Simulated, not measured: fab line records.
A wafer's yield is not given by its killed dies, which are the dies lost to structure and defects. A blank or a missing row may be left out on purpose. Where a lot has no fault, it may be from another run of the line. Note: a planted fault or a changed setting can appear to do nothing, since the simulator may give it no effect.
Problem report in the 8D (eight disciplines) form, filled by code + flow n5 finfet + the parts of the form that need people (team, actions taken, sign-off) are left out

== 1. THE ISSUE ==
Wafers without a fault read 195.3 s, standard deviation 0.63; run length s at N5_PASSIVATION_PECVD_35 reads a mean of 223.9 s on 3 wafers belonging to 2 lots. Measured from the usual mean, that is +45 standard deviations.
The step: deposits SiNx from SiH4/NH3/N2, target thk 700 nm, time 151.3 s.
Earliest sighting: wafer L837.1 on pecvd-02 at day 15 20:57. At this step, 32 wafers from 11 lots have a number in the record. Rule for "out", or "out of limits": more than 4 standard deviations from the usual mean. The other wafers with a number count as sound.

== 2. WHAT IT IS; WHAT IT IS NOT ==
| question                    | is                     | is not                                                                          |
|-----------------------------|------------------------|---------------------------------------------------------------------------------|
| which readings at this step | run length s           | heater power w, showerhead plenum p Torr, throttle valve pct                    |
| which lots                  | L837, L838             | L824, L826, L830, L832, L833, L834, L836, L846, L847                            |
| which wafers of those lots  | L837.1, L837.4, L838.6 | L837.5, L838.2, L838.5                                                          |
| read on which tools         | pecvd-02               | pecvd-03, pecvd-04                                                              |
| when                        | from day 15 20:57      | up to then (21 sound wafers); but 8 sound wafers of L838, L846, L847 came after |

== 3. SUSPECTS, AND WHAT RULES EACH OUT ==
Counting: any tool at a process step up to the reading remains a suspect provided it ran every lot that is out. Sound lots after the first of them don't rule it out here, since some wafers of a struck lot are sound.
- pecvd-02 at N5_PASSIVATION_PECVD_35 (deposits SiNx from SiH4/NH3/N2, target thk 700 nm, time 151.3 s): kept. It ran every lot that is out, first L837 (day 15 20:57); its last sound lot up to then is L836 (day 15 04:04). Its own readings are out on those wafers: run length s.
- Within pecvd-02 at N5_PASSIVATION_PECVD_35, the wafers that are out were processed in chamber 1 and their sound lot-mates in chamber 0.
Remaining after the count: pecvd-02 at N5_PASSIVATION_PECVD_35.

== 4. THE CAUSE (what the simulator had put in) ==
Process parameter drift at N5_PASSIVATION_PECVD_35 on pecvd-02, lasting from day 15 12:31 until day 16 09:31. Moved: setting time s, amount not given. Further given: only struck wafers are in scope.
Only this tool survived the counting.

== 5. SEQUENCE OF EFFECTS, ordered by route ==
Each row: a reading whose mean over the struck wafers that have a number lies more than 3 standard deviations from the usual. Only readings whose record carries a usual standard deviation are examined. hours: median over the lots of the time between each lot's start at the first step of this table that gives one and its start at this step. sigmas: the change, counted in usual standard deviations.
| hours | step                    | reading              | usual   | on struck wafers | change | sigmas      |
|-------|-------------------------|----------------------|---------|------------------|--------|-------------|
| 0     | N5_PASSIVATION_PECVD_35 | run length s         | 195.3 s | 223.9            | +28.6  | +45         |
| 4     | N5_PASSIVATION_PROBE_49 | defect limited yield | 91.2 %  | 0.0              | -91.2  | -57         |
| 4     | N5_PASSIVATION_PROBE_49 | killed at other      | 4       | 1072             | +1068  | +99 or more |
| 4     | N5_PASSIVATION_PROBE_49 | killed dies          | 104     | 1180             | +1076  | +57         |
| 4     | N5_PASSIVATION_PROBE_49 | killed on rim        | 14      | 152              | +138   | +34         |
| 4     | N5_PASSIVATION_PROBE_49 | sort_bin_5_function  | 5.1 %   | 96.0             | +90.9  | +91         |
| 4     | N5_PASSIVATION_PROBE_49 | sort n pass          | 1076    | 0                | -1076  | -57         |
| 4     | N5_PASSIVATION_PROBE_49 | sort yield pct       | 91.2 %  | 0.0              | -91.2  | -57         |
Process steps it contains:
- N5_PASSIVATION_PECVD_35: deposits SiNx from SiH4/NH3/N2, target thk 700 nm, time 151.3 s.
- N5_PASSIVATION_PROBE_49
Later measuring or inspecting steps at which every struck wafer that the step has a row for has a number for every such reading, and none has moved that far: N5_PASSIVATION_INSPECT_67.

== 6. WHAT WOULD HAVE CAUGHT IT SOONER ==
The fault began at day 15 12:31; the first out-of-limits reading in this record came at day 15 20:57, 8 hours later.
